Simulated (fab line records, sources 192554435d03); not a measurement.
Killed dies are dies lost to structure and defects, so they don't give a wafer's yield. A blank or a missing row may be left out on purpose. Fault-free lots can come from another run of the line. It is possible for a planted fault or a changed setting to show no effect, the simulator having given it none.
Lot-split experiment :: flow n5-finfet :: 7 lots, 21 wafers read, on a route of 1938 steps

## THE SPLIT ITSELF
At N5_BEOL_M2_COAT_62 (time 60 s, resist thk 12 nm), the setting spin-rpm was moved away from the recipe's 1500 rpm on 4 of the 21 wafers read, by -6.3% to +8.7%. The other wafers ran this setting at the recipe's value.

## FROM THE SPLIT TO THE READING: what the file shows between them, 5 steps
- N5_BEOL_M2_COAT_73: time 60 s, resist thk 5 nm
- N5_BEOL_M2_COAT_05: resist thk 30 nm
- N5_BEOL_M2_DESCUM_16: chemistry O2, time 7 s
- N5_BEOL_M2_ETCH_74: etches underlayer in N2/H2, target depth 6.5 nm, time 5.2 s
- N5_BEOL_M2_ETCH_63: etches SiARC in CF4, target depth 15.6 nm, time 26 s

## THE READING
SiARC_of_BEOL_M2_COAT_62.thk-nm (the simulator's own value, which no gauge read), in nm, at N5_BEOL_M2_ETCH_64 (etches SOC in N2/H2, target depth 75 nm, overetch 22.5 nm, time 121.9 s). No usual value for it is given in the file. Here, 17 wafers ran the recipe; their average is 6.3 nm with a standard deviation of 0.1 nm.

wafer: L076.3
tool, chamber at the split: litho-track-04, 0
spin-rpm as run, rpm: 1500
against the recipe: recipe
SiARC_of_BEOL_M2_COAT_62.thk-nm, nm: 6.4
against lot-mates on the recipe: -

wafer: L076.4
tool, chamber at the split: litho-track-04, 0
spin-rpm as run, rpm: 1630
against the recipe: +8.7%
SiARC_of_BEOL_M2_COAT_62.thk-nm, nm: 5.8
against lot-mates on the recipe: -0.6

wafer: L076.5
tool, chamber at the split: litho-track-04, 0
spin-rpm as run, rpm: 1630
against the recipe: +8.7%
SiARC_of_BEOL_M2_COAT_62.thk-nm, nm: 5.8
against lot-mates on the recipe: -0.6

wafer: L079.1
tool, chamber at the split: litho-track-01, 0
spin-rpm as run, rpm: 1500
against the recipe: recipe
SiARC_of_BEOL_M2_COAT_62.thk-nm, nm: 6.2
against lot-mates on the recipe: -

wafer: L079.5
tool, chamber at the split: litho-track-01, 0
spin-rpm as run, rpm: 1500
against the recipe: recipe
SiARC_of_BEOL_M2_COAT_62.thk-nm, nm: 6.2
against lot-mates on the recipe: -

wafer: L079.6
tool, chamber at the split: litho-track-01, 0
spin-rpm as run, rpm: 1500
against the recipe: recipe
SiARC_of_BEOL_M2_COAT_62.thk-nm, nm: 6.4
against lot-mates on the recipe: -

wafer: L085.1
tool, chamber at the split: litho-track-04, 0
spin-rpm as run, rpm: 1500
against the recipe: recipe
SiARC_of_BEOL_M2_COAT_62.thk-nm, nm: 6.4
against lot-mates on the recipe: -

wafer: L085.5
tool, chamber at the split: litho-track-04, 0
spin-rpm as run, rpm: 1500
against the recipe: recipe
SiARC_of_BEOL_M2_COAT_62.thk-nm, nm: 6.4
against lot-mates on the recipe: -

wafer: L085.3
tool, chamber at the split: litho-track-04, 0
spin-rpm as run, rpm: 1500
against the recipe: recipe
SiARC_of_BEOL_M2_COAT_62.thk-nm, nm: 6.2
against lot-mates on the recipe: -

wafer: L086.1
tool, chamber at the split: litho-track-02, 0
spin-rpm as run, rpm: 1618
against the recipe: +7.9%
SiARC_of_BEOL_M2_COAT_62.thk-nm, nm: 5.8
against lot-mates on the recipe: -0.5

wafer: L086.2
tool, chamber at the split: litho-track-02, 0
spin-rpm as run, rpm: 1500
against the recipe: recipe
SiARC_of_BEOL_M2_COAT_62.thk-nm, nm: 6.2
against lot-mates on the recipe: -

wafer: L086.3
tool, chamber at the split: litho-track-02, 0
spin-rpm as run, rpm: 1500
against the recipe: recipe
SiARC_of_BEOL_M2_COAT_62.thk-nm, nm: 6.4
against lot-mates on the recipe: -

wafer: L087.3
tool, chamber at the split: litho-track-04, 0
spin-rpm as run, rpm: 1500
against the recipe: recipe
SiARC_of_BEOL_M2_COAT_62.thk-nm, nm: 6.4
against lot-mates on the recipe: -

wafer: L087.5
tool, chamber at the split: litho-track-04, 0
spin-rpm as run, rpm: 1500
against the recipe: recipe
SiARC_of_BEOL_M2_COAT_62.thk-nm, nm: 6.4
against lot-mates on the recipe: -

wafer: L087.4
tool, chamber at the split: litho-track-04, 0
spin-rpm as run, rpm: 1500
against the recipe: recipe
SiARC_of_BEOL_M2_COAT_62.thk-nm, nm: 6.2
against lot-mates on the recipe: -

wafer: L088.3
tool, chamber at the split: litho-track-01, 0
spin-rpm as run, rpm: 1500
against the recipe: recipe
SiARC_of_BEOL_M2_COAT_62.thk-nm, nm: 6.2
against lot-mates on the recipe: -

wafer: L088.5
tool, chamber at the split: litho-track-01, 0
spin-rpm as run, rpm: 1500
against the recipe: recipe
SiARC_of_BEOL_M2_COAT_62.thk-nm, nm: 6.2
against lot-mates on the recipe: -

wafer: L088.4
tool, chamber at the split: litho-track-01, 0
spin-rpm as run, rpm: 1405
against the recipe: -6.3%
SiARC_of_BEOL_M2_COAT_62.thk-nm, nm: 6.8
against lot-mates on the recipe: +0.6

wafer: L089.1
tool, chamber at the split: litho-track-01, 0
spin-rpm as run, rpm: 1500
against the recipe: recipe
SiARC_of_BEOL_M2_COAT_62.thk-nm, nm: 6.4
against lot-mates on the recipe: -

wafer: L089.5
tool, chamber at the split: litho-track-01, 0
spin-rpm as run, rpm: 1500
against the recipe: recipe
SiARC_of_BEOL_M2_COAT_62.thk-nm, nm: 6.4
against lot-mates on the recipe: -

wafer: L089.4
tool, chamber at the split: litho-track-01, 0
spin-rpm as run, rpm: 1500
against the recipe: recipe
SiARC_of_BEOL_M2_COAT_62.thk-nm, nm: 6.2
against lot-mates on the recipe: -

FIT RESULTS
A straight line over all 21 wafers: SiARC_of_BEOL_M2_COAT_62.thk-nm changes by -0.0636 nm for each +1% of spin-rpm; r = -0.92; the points scatter about the line by 0.097 nm.
The same after taking each lot's own level away (the mean of its wafers on the recipe; 21 wafers): -0.0729 nm for each +1%; r = -0.95; scatter 0.089 nm.
That fit puts the effect of the largest move of spin-rpm on the reading at 0.63 nm.
Across the lots, their own levels run from 6.20 to 6.40 nm, a range of 2.0 times the standard deviation given above.
Thus the slope moves with the lot-to-lot level: the two fits are different.
Check: for one of the wafers moved furthest among these (+8.7%), held out of the fit, the line's prediction against its lot-mates is -0.627 nm. Against them it came out at -0.6 nm.

## OTHER SPLITS ON THESE WAFERS
Before the reading, these wafers also passed through other splits. Each is held against what the fit with the lots' levels taken away leaves over:
other split on the same wafers: N5_BEOL_M0_SAQP_COAT_82 spin-rpm
wafers away from the commonest value: 8
r with SiARC_of_BEOL_M2_COAT_62.thk-nm (lot level and that fit taken away): +0.03

other split on the same wafers: N5_BEOL_M0_CUTY_COAT_51 spin-rpm
wafers away from the commonest value: 8
r with SiARC_of_BEOL_M2_COAT_62.thk-nm (lot level and that fit taken away): +0.02

## THE WHOLE CHAIN: every reading that the file lists as answering this split, in the file's order
step: N5_BEOL_M2_COAT_62
what it does: time 60 s, resist thk 12 nm
reading: SiARC_of_BEOL_M2_COAT_62.thk-nm (the simulator's own value, which no gauge read)
change (the file's fit): -0.0605 nm for each +1% of the setting
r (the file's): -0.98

step: N5_BEOL_M2_ETCH_63
what it does: etches SiARC in CF4, target depth 15.6 nm, time 26 s
reading: etch.depth-nm (the simulator's own value, which no gauge read)
change (the file's fit): -0.0585 nm for each +1% of the setting
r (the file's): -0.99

step: N5_BEOL_M2_ETCH_64
what it does: etches SOC in N2/H2, target depth 75 nm, overetch 22.5 nm, time 121.9 s
reading: SiARC_of_BEOL_M2_COAT_62.thk-nm (the simulator's own value, which no gauge read)
change (the file's fit): -0.073 nm for each +1% of the setting
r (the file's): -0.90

## THE FILE'S OWN FIT
SiARC_of_BEOL_M2_COAT_62.thk-nm changes by -0.073 nm for each +1% of spin-rpm, r = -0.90.
